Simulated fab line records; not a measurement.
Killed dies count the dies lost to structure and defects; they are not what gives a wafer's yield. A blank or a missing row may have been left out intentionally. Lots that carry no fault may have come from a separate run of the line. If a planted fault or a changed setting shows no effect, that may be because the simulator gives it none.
Chamber matching + flow n5-finfet + uv-cure-02 running N5_BEOL_M5_CURE_80: 3 sister chambers
The step cures SiCOH lowk, time 120 s. 5 wafers are shown with their chamber, then 8 later ones without.

EACH WAFER AND ITS CHAMBER
| wafer  | chamber | wafer_temp_C_max | lamp-power-pct (%) |
|--------|---------|------------------|--------------------|
| L074.4 | 2       | 372.5            | 52.28              |
| L074.5 | 2       | 371.7            | 52.28              |
| L086.5 | 1       | 371.1            | 52.32              |
| L086.6 | 1       | 370.8            | 52.29              |
| L091.1 | 0       | 372.6            | 52.28              |

WAFERS WITHOUT THEIR CHAMBER
| wafer  | wafer_temp_C_max | lamp-power-pct (%) |
|--------|------------------|--------------------|
| L091.3 | 371.5            | 52.28              |
| L091.6 | 372.7            | 52.26              |
| L093.1 | 372.6            | 52.27              |
| L093.3 | 372.4            | 52.25              |
| L093.5 | 373.2            | 52.33              |
| L093.2 | 371.9            | 52.38              |
| L093.4 | 372.2            | 52.33              |
| L093.6 | 372.4            | 52.22              |

THE CHAMBER EACH PASSED THROUGH
| wafer  | from the rows above          | in truth |
|--------|------------------------------|----------|
| L091.3 | can't be placed: 2 or 1 or 0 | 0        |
| L091.6 | can't be placed: 0 or 2      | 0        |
| L093.1 | can't be placed: 0 or 2      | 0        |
| L093.3 | can't be placed: 0 or 2      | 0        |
| L093.5 | can't be placed: 0 or 2 or 1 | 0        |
| L093.2 | can't be placed: 1 or 2 or 0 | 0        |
| L093.4 | can't be placed: 2 or 1 or 0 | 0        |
| L093.6 | can't be placed: 0 or 2      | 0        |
0 of 8 placed correctly. Not placeable from these rows: 8 (in 8, the candidates include the true chamber). Number placed wrongly: 0.
How it was worked out, from the rows above alone: a wafer's distance from a chamber is the root of the sum, over the readings, of the square of ((its reading less the chamber's mean) divided by the reading's scatter). If the next closest chamber is less than 2 further off than the closest, the wafer can't be placed; otherwise it belongs to the closest. The mean given for a chamber averages the wafers shown for that chamber. The scatter is the square root of a quotient: the sum, over the shown wafers, of each reading's squared deviation from its chamber's mean, divided by wafers minus chambers.
